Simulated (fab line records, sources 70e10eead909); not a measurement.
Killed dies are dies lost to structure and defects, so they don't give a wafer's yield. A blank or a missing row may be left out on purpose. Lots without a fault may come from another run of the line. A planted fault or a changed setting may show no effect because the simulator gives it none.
fab line records | flow nand_harc
record lots=12 wafers=36 last_day=33
route steps=1302 shown A_M1@1185 A_BONDPAD@1212 END@1302
lots that met no fault: from a run of the same line without faults
start_h: hours from the record's first day to the start of the lot's first wafer shown | wait_h: hours since the lot's step before | " the same as in the row above | L1.1+2: a row that stands for several wafers | - no value, or no start given | * or withheld: withheld | < > ~ a bound
route shown NAME@n: a module of which the file shows steps, and the number in the route of the first | usual: mean/standard deviation of fault-free wafers | same: alike in all rows | chamber/n: place in a boat | sites: the reading at each site | _std_site: their standard deviation | _edge_site: outer sites' mean less inner sites' | radius_mm: how far each site lies from the wafer's centre | mask NAME#n: copy n | behind: the tool/chamber that last shaped the wafer | hold: why the lot was held/for how many hours/how that ended | device: the transistor (n, p or np) that didn't switch | end of line: the same wafers' tests at the end of the route | a step without rows: its recipe alone | killed: dies lost to structure and defects at the first sort, not the wafer's yield | map: a wafer's dies, x killed, . not, _ none there
set.NAME: the setting as run; set.NAME@STEP: as run at that earlier step | model.NAME: the simulator's own value behind a step, which no gauge read
steps of the route over a sample of lots; a table a step, a row a wafer
services: from which hour (start_h, from the record's first day; less than 0 if before it) a tool's chamber was out of use, for how many hours, and why
## steps
# step NHARC_A_M1_CD_MEAS_16
# usual cd_nm=119.3/0.88
# columns lot.wafer tool chamber start_h wait_h cd_nm
L814.3 cd_sem-01 - 531.80 - 117.3
L814.4 " - " " 118.8
L814.6 " - " " 119.4
L813.1 cd_sem-01 - 533.43 - 118.8
L813.4 " - " " 119.0
L813.5 " - " " 121.0
L812.1 cd_sem-02 - 537.75 - 119.7
L812.5 " - " " 118.4
L812.6 " - " " 119.5
L817.3 cd_sem-03 - 588.75 - 119.3
L817.4 " - " " 121.4
L817.5 " - " " 120.1
L816.1 cd_sem-02 - 591.73 - 118.7
L816.3 " - " " 119.4
L816.6 " - " " 118.5
L815.4 cd_sem-02 - 597.21 - 119.8
L815.5 " - " " 120.3
L815.6 " - " " 119.9
L822.1 cd_sem-02 - 640.41 - 119.2
L822.5 " - " " 118.5
L822.6 " - " " 119.7
L827.2 cd_sem-02 - 674.62 - 118.4
L827.3 " - " " 119.0
L827.5 " - " " 118.1
L829.2 cd_sem-02 - 707.39 - 119.5
L829.5 " - " " 120.2
L829.6 " - " " 119.5
L831.2 cd_sem-02 - 717.62 - 118.8
L831.4 " - " " 118.4
L831.5 " - " " 119.9
L833.3 cd_sem-03 - 747.72 - 118.9
L833.5 " - " " 121.1
L833.6 " - " " 118.3
L834.1 cd_sem-02 - 749.10 - 119.7
L834.2 " - " " 118.6
L834.5 " - " " 119.7
# step NHARC_A_M1_PVD_20
# recipe target_thk_a=50 bias_v=168.6 power_w=15000 chamber_pressure_pa=0.12 time_s=8.06 substrate_temp_c=50 material=TaN
# usual cathode_dc_power_W=15000/2.7 throttle_valve_pct=29.9/0.97
# columns lot.wafer tool chamber start_h wait_h cathode_dc_power_W throttle_valve_pct
L814.4 pvd_sputter-01 - - - 15005 29.5
L814.3 " - " " 15002 30.1
L814.6 " - " " 15000 32.2
L813.4 pvd_sputter-01 - - - 15004 31.9
L813.1 " - " " 15001 29.0
L813.5 " - " " 14999 29.6
L812.1 pvd_sputter-01 - - - 15000 28.9
L812.6 " - " " 15002 30.3
L812.5 " - " " 15004 32.0
L817.3 pvd_sputter-01 - - - 14997 29.0
L817.4 " - " " 15001 32.0
L817.5 " - " " 14998 29.1
L816.1 pvd_sputter-02 - - - 14998 30.0
L816.3 " - " " 15004 29.1
L816.6 " - " " 14996 29.1
L815.4 pvd_sputter-02 - - - 15006 29.7
L815.5 " - " " 15004 29.0
L815.6 " - " " 14998 29.2
L822.1 pvd_sputter-01 - - - 15002 30.0
L822.5 " - " " 15004 28.9
L822.6 " - " " 14998 30.0
L827.2 pvd_sputter-03 - - - 15001 29.4
L827.3 " - " " 15002 29.8
L827.5 " - " " 15005 30.4
L829.2 pvd_sputter-01 - - - 15001 28.7
L829.5 " - " " 15002 28.8
L829.6 " - " " 15000 29.7
L831.2 pvd_sputter-02 - - - 14999 29.7
L831.4 " - " " 15000 30.6
L831.5 " - " " 15000 28.3
L833.3 pvd_sputter-01 - - - 15001 28.9
L833.5 " - " " 14998 31.8
L833.6 " - " " 15003 30.6
L834.2 pvd_sputter-02 - - - 14998 28.2
L834.1 " - " " 15003 31.0
L834.5 " - " " 14995 30.0
# step NHARC_A_M1_THK_MEAS_24
# recipe thk_meas_gauge=xrf
# usual thk_nm=154.2/1.9
# columns lot.wafer tool chamber start_h wait_h thk_nm
L814.3 film_metro-01 - 533.91 - 154.0
L814.4 " - " " 155.3
L814.6 " - " " 159.5
L813.1 film_metro-01 - 535.66 - 153.2
L813.4 " - " " 156.6
L813.5 " - " " 154.3
L812.1 film_metro-01 - 539.86 - 154.3
L812.5 " - " " 154.1
L812.6 " - " " 153.6
L817.3 film_metro-02 - 590.85 - 151.2
L817.4 " - " " 153.7
L817.5 " - " " 149.9
L816.1 film_metro-02 - 593.87 - 155.2
L816.3 " - " " 155.6
L816.6 " - " " 153.1
L815.4 film_metro-02 - 599.31 - 152.9
L815.5 " - " " 153.1
L815.6 " - " " 154.1
L822.1 film_metro-01 - 642.53 - 154.9
L822.5 " - " " 157.8
L822.6 " - " " 156.1
L827.2 film_metro-02 - 676.73 - 153.0
L827.3 " - " " 150.5
L827.5 " - " " 151.6
L829.2 film_metro-01 - 709.52 - 151.8
L829.5 " - " " 152.9
L829.6 " - " " 152.3
L831.2 film_metro-02 - 719.73 - 152.0
L831.4 " - " " 154.5
L831.5 " - " " 152.4
L833.3 film_metro-02 - 749.84 - 152.4
L833.5 " - " " 152.7
L833.6 " - " " 153.8
L834.1 film_metro-02 - 752.90 - 156.7
L834.2 " - " " 156.3
L834.5 " - " " 158.1
# step NHARC_A_BONDPAD_EXPOSE_06
# recipe na=0.55 dose_mj=36.99 mask_id=A_BPAD
# usual exposure_dose_mJ_cm2=36.94/0.045
# columns lot.wafer tool chamber start_h wait_h mask exposure_dose_mJ_cm2
L814.3 krf_scanner-02 0 535.87 - A_BPAD#0 36.97
L814.4 " 0 " " A_BPAD#0 36.95
L814.6 " 0 " " A_BPAD#0 36.93
L813.1 krf_scanner-03 0 537.60 - A_BPAD#0 36.90
L813.4 " 0 " " A_BPAD#0 36.91
L813.5 " 0 " " A_BPAD#0 36.90
L812.1 krf_scanner-01 0 541.79 - A_BPAD#0 36.93
L812.5 " 0 " " A_BPAD#0 36.94
L812.6 " 0 " " A_BPAD#0 36.93
L817.3 krf_scanner-01 0 592.82 - A_BPAD#0 36.92
L817.4 " 0 " " A_BPAD#0 36.90
L817.5 " 0 " " A_BPAD#0 36.95
L816.1 krf_scanner-01 0 595.68 - A_BPAD#0 36.90
L816.3 " 0 " " A_BPAD#0 36.95
L816.6 " 0 " " A_BPAD#0 36.93
L815.4 krf_scanner-02 0 601.24 - A_BPAD#0 37.01
L815.5 " 0 " " A_BPAD#0 36.98
L815.6 " 0 " " A_BPAD#0 37.01
L822.1 krf_scanner-03 0 644.45 - A_BPAD#0 34.18
L822.5 " 0 " " A_BPAD#0 34.15
L822.6 " 0 " " A_BPAD#0 34.15
L827.2 krf_scanner-03 0 678.67 - A_BPAD#0 34.75
L827.3 " 0 " " A_BPAD#0 34.71
L827.5 " 0 " " A_BPAD#0 34.76
L829.2 krf_scanner-02 0 711.44 - A_BPAD#0 36.94
L829.5 " 0 " " A_BPAD#0 36.99
L829.6 " 0 " " A_BPAD#0 36.95
L831.2 krf_scanner-02 0 721.54 - A_BPAD#0 36.98
L831.4 " 0 " " A_BPAD#0 36.98
L831.5 " 0 " " A_BPAD#0 37.02
L833.3 krf_scanner-01 0 753.74 - A_BPAD#0 36.98
L833.5 " 0 " " A_BPAD#0 36.96
L833.6 " 0 " " A_BPAD#0 36.90
L834.1 krf_scanner-01 0 754.94 - A_BPAD#0 36.87
L834.2 " 0 " " A_BPAD#0 36.93
L834.5 " 0 " " A_BPAD#0 36.90
# step NHARC_END_SORT_01
# recipe temp_c=25
# usual defect_limited_yield=91/3.1 killed_at_array=54/21 killed_at_other=0.9/1.1 killed_at_periphery=3.5/2.5 killed_dies=58/21 killed_open=3.3/1.9 killed_short=2.6/1.8 sort_bin_2_pct=3.0/1.4 sort_bin_3_pct=0.6/0.41 sort_bin_4_pct=4.9/1.7 sort_n_pass=619/21 sort_rim_yield_pct=92/4 sort_yield_pct=91/3.1
# same gross_dies=677 sort_bin_5_pct[%]=0 sort_bin_6_pct[%]=0 sort_bin_7_pct[%]=0 sort_bin_8_pct[%]=0 sort_rim_n_gross=106.00
# columns lot.wafer tool chamber start_h wait_h defect_limited_yield[%] killed_at_array killed_at_other killed_at_periphery killed_dies killed_open killed_short sort_bin_2_pct[%] sort_bin_3_pct[%] sort_bin_4_pct[%] sort_n_pass sort_rim_yield_pct[%] sort_yield_pct[%]
L817.3 prober-01 0 624.34 3.1 94 36 2 2 40 2 2 2.8 0.1 3.0 637 97 94
L817.4 prober-01 0 625.14 3.4 93 44 0 2 46 3 0 2.4 0.6 3.8 631 96 93
L817.5 prober-01 0 625.94 3.7 93 44 1 0 45 1 1 1.5 1.2 4.0 632 95 93
L815.4 prober-01 0 633.72 3.4 96 21 1 3 25 1 1 1.6 0.3 1.8 652 94 96
L815.5 prober-01 0 634.53 3.7 96 23 0 3 26 2 6 0.7 0.4 2.7 651 95 96
L815.6 prober-01 0 635.33 4.0 95 31 0 2 33 3 0 1.3 0 3.5 644 95 95
L829.2 prober-01 0 743.73 2.8 87 86 0 4 90 3 3 4.9 2.1 6.4 587 94 87
L829.5 prober-01 0 746.12 3.7 87 81 2 6 89 3 1 4.1 1.6 7.4 588 92 87
L829.6 prober-01 0 746.91 4.0 88 70 2 7 79 6 4 4.3 0.9 6.5 598 86 88
L831.2 prober-01 0 756.47 2.8 94 35 2 3 40 5 3 1.6 0.3 4.0 637 94 94
L831.4 prober-01 0 758.06 3.4 95 32 1 2 35 2 2 1.0 0.6 3.5 642 95 95
L831.5 prober-01 0 758.86 3.7 94 40 0 4 44 3 5 3.0 0.6 3.0 633 95 94
# killed by level:class
L817.3 A_CHANNEL_HOLE_D2:chamber_film_flake=30 A_CONTACT:chamber_film_flake=2 P_GATE:geometric_particle:short=1 P_CONTACT:geometric_particle:short=1 A_WL_FILL:geometric_particle:open=1 STARTING-WAFER:geometric_particle:open=1 A_STAIRCASE:chamber_film_flake=1 A_SLIT:chamber_film_flake=1
L817.4 A_CHANNEL_HOLE_D2:chamber_film_flake=32 A_CHANNEL_HOLE_D1:chamber_film_flake=3 A_CHANNEL_FILL_D1:chamber_film_flake=2 P_M1:geometric_particle:open=1 A_DECK1_JOINT:geometric_particle:open=1 A_CHANNEL_HOLE_D2:geometric_particle:open=1 P_STI:chamber_film_flake=1 A_CHANNEL_FILL_D2:chamber_film_flake=1
L817.5 A_CHANNEL_HOLE_D2:chamber_film_flake=32 A_STAIRCASE:chamber_film_flake=4 A_CHANNEL_HOLE_D1:chamber_film_flake=4 A_CHANNEL_HOLE_D2:geometric_particle:open=1 A_CHANNEL_FILL_D2:geometric_particle:short=1 A_DECK1_JOINT:chamber_film_flake=1 A_SLIT:chamber_film_flake=1 THIN_TSV:chamber_film_flake=1
L815.4 A_CHANNEL_HOLE_D2:chamber_film_flake=6 A_CHANNEL_FILL_D1:chamber_film_flake=3 A_WL_FILL:chamber_film_flake=3 A_CHANNEL_HOLE_D1:chamber_film_flake=2 A_STAIRCASE:chamber_film_flake=2 A_CONTACT:chamber_film_flake=2 P_GATE:geometric_particle:open=1 A_BLC:geometric_particle:short=1
L815.5 A_CHANNEL_HOLE_D2:chamber_film_flake=6 A_CONTACT:chamber_film_flake=5 A_CHANNEL_HOLE_D1:chamber_film_flake=3 A_ONON_D1:geometric_particle:short=2 P_GATE:chamber_film_flake=2 P_GATE:geometric_particle:open=1 A_CHANNEL_FILL_D1:geometric_particle:short=1 A_ONON_D2:geometric_particle:short=1
L815.6 A_CHANNEL_HOLE_D2:chamber_film_flake=12 A_CONTACT:chamber_film_flake=4 A_CHANNEL_HOLE_D1:chamber_film_flake=2 A_CHANNEL_FILL_D1:chamber_film_flake=2 A_DECK1_JOINT:chamber_film_flake=2 A_SLIT:chamber_film_flake=2 A_WL_FILL:chamber_film_flake=2 A_M1:chamber_film_flake=2
L829.2 A_CHANNEL_HOLE_D1:chamber_film_flake=37 A_SLIT:chamber_film_flake=28 A_CHANNEL_HOLE_D2:chamber_film_flake=8 A_CONTACT:chamber_film_flake=4 P_GATE:chamber_film_flake=3 A_STAIRCASE:chamber_film_flake=3 P_M0:geometric_particle:short=1 A_CHANNEL_FILL_D1:geometric_particle:open=1
L829.5 A_CHANNEL_HOLE_D1:chamber_film_flake=33 A_SLIT:chamber_film_flake=29 A_CHANNEL_HOLE_D2:chamber_film_flake=8 A_CONTACT:chamber_film_flake=5 P_BONDPAD:chamber_film_flake=4 A_CHANNEL_FILL_D2:chamber_film_flake=2 THIN_TSV:chamber_film_flake=2 P_M1:geometric_particle:open=1
L829.6 A_CHANNEL_HOLE_D1:chamber_film_flake=32 A_SLIT:chamber_film_flake=19 A_CHANNEL_HOLE_D2:chamber_film_flake=8 A_CONTACT:chamber_film_flake=3 P_CONTACT:geometric_particle:open=2 A_DECK1_JOINT:geometric_particle:open=2 THIN_TSV:chamber_film_flake=2 P_M0:geometric_particle:open=1
L831.2 A_CHANNEL_HOLE_D1:chamber_film_flake=10 A_SLIT:chamber_film_flake=9 A_STAIRCASE:chamber_film_flake=4 A_CHANNEL_HOLE_D2:chamber_film_flake=3 A_DECK1_JOINT:geometric_particle:open=2 A_CONTACT:chamber_film_flake=2 A_SOURCE_PLATE:geometric_particle:short=1 A_CHANNEL_HOLE_D1:geometric_particle:open=1
L831.4 A_CHANNEL_HOLE_D1:chamber_film_flake=13 A_STAIRCASE:chamber_film_flake=6 A_SLIT:chamber_film_flake=6 A_CONTACT:chamber_film_flake=3 A_ONON_D2:geometric_particle:short=1 A_CHANNEL_FILL_D2:geometric_particle:open=1 A_CHANNEL_FILL_D2:geometric_particle:short=1 STARTING-WAFER:geometric_particle:open=1
L831.5 A_CHANNEL_HOLE_D1:chamber_film_flake=16 A_SLIT:chamber_film_flake=10 A_CONTACT:chamber_film_flake=5 P_GATE:chamber_film_flake=3 A_STAIRCASE:chamber_film_flake=2 A_DECK1_JOINT:geometric_particle:short=2 P_M0:geometric_particle:open=1 A_CHANNEL_FILL_D1:geometric_particle:short=1
## services
# columns tool chamber start_h hours kind
krf_scanner-02 - 516.15 0.8 repair
pvd_sputter-03 - 524.24 2.4 repair
pvd_sputter-03 - 538.51 59.4 repair
krf_scanner-02 - 550.50 2.0 repair
pvd_sputter-02 - 553.71 21.4 repair
krf_scanner-03 - 560.68 0.4 repair
krf_scanner-02 - 562.39 0.3 repair
krf_scanner-03 - 571.91 4.0 pm
pvd_sputter-01 - 598.32 10.0 pm
krf_scanner-01 0 602.70 - calibration
krf_scanner-02 - 610.00 4.0 pm
krf_scanner-01 - 614.92 0.9 repair
krf_scanner-01 - 623.43 3.4 repair
pvd_sputter-01 - 630.80 2.8 repair
pvd_sputter-02 - 638.00 10.0 pm
krf_scanner-01 - 640.56 9.0 repair
pvd_sputter-01 - 655.97 2.6 repair
krf_scanner-01 - 656.00 4.0 pm
krf_scanner-01 - 670.76 17.8 repair
pvd_sputter-03 - 675.90 1.4 repair
pvd_sputter-01 - 699.70 1.2 repair
pvd_sputter-03 - 704.64 10.0 pm
krf_scanner-02 - 735.21 0.5 repair
krf_scanner-03 - 743.91 4.0 pm
## key
first_sign step=NHARC_A_BONDPAD_EXPOSE_06 reading=exposure_dose_mJ_cm2 direction=down sigmas=56 usual=36.94 struck=34.45
effect none on later readings
met_at NHARC_A_BONDPAD_EXPOSE_06
struck_lots L822,L827
loop_trim step=NHARC_A_BONDPAD_EXPOSE_06 setting=dose lots=L827
not_acting_at NHARC_A_M1_CD_MEAS_16,NHARC_A_M1_PVD_20,NHARC_A_M1_THK_MEAS_24
onset_between 537.60 644.45
fault kind=process_parameter_drift tool=krf_scanner-03 chamber=- onset_h=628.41 steps=NHARC_A_BONDPAD_EXPOSE_06 channel=dose_mj offset=-2.738 shape=step acts_in=these_recipes_only stated=36.99
# loop_trim: a control loop set the setting to another value than it would have without faults
